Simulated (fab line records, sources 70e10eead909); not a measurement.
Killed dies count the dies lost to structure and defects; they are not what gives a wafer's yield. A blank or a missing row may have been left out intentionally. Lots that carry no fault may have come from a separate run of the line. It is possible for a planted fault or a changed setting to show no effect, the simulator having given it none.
Chamber matching	flow nand_harc	NHARC_A_M0_CMP_23 on cmp-01: 4 sister chambers
The step polishes, t overpolish 20 s, target thk 113.75 nm. 4 wafers are shown with their chamber, then 11 later ones without.

== WAFERS, EACH WITH ITS CHAMBER ==
wafer	chamber	motor_current_A (A)
L089.1	0	12.9
L089.3	1	12.0
L089.4	2	12.0
L087.1	3	10.5

== WAFERS WHOSE CHAMBER IS MISSING ==
wafer	motor_current_A (A)
L087.5	12.1
L087.6	13.2
L088.4	11.8
L088.5	13.4
L088.6	11.9
L095.1	13.0
L095.4	12.1
L095.5	10.6
L096.1	10.7
L096.3	12.1
L096.4	12.5

== THE CHAMBER EACH PASSED THROUGH ==
wafer	from the rows above	in truth
L087.5	can't be placed: 1 or 2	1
L087.6	0	0
L088.4	can't be placed: 1 or 2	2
L088.5	0	0
L088.6	can't be placed: 1 or 2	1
L095.1	0	0
L095.4	can't be placed: 1 or 2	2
L095.5	3	3
L096.1	3	3
L096.3	can't be placed: 1 or 2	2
L096.4	can't be placed: 0 or 1 or 2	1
5 of 11 placed correctly. Unplaceable from these rows: 6, with the true chamber sitting among the candidates in 6. Number placed wrongly: 0.
How it was worked out, from the rows above alone: a wafer's distance from a chamber is the root of the sum, over the readings, of the square of ((its reading less the chamber's mean) divided by the reading's scatter). If the next closest chamber is less than 2 further off than the closest, the wafer can't be placed; otherwise it belongs to the closest. For every chamber, the mean is computed from those of its wafers that are shown. The scatter (one wafer shown for each chamber): square how far every hidden wafer sits from the nearest shown wafer, average those squares and take the square root.
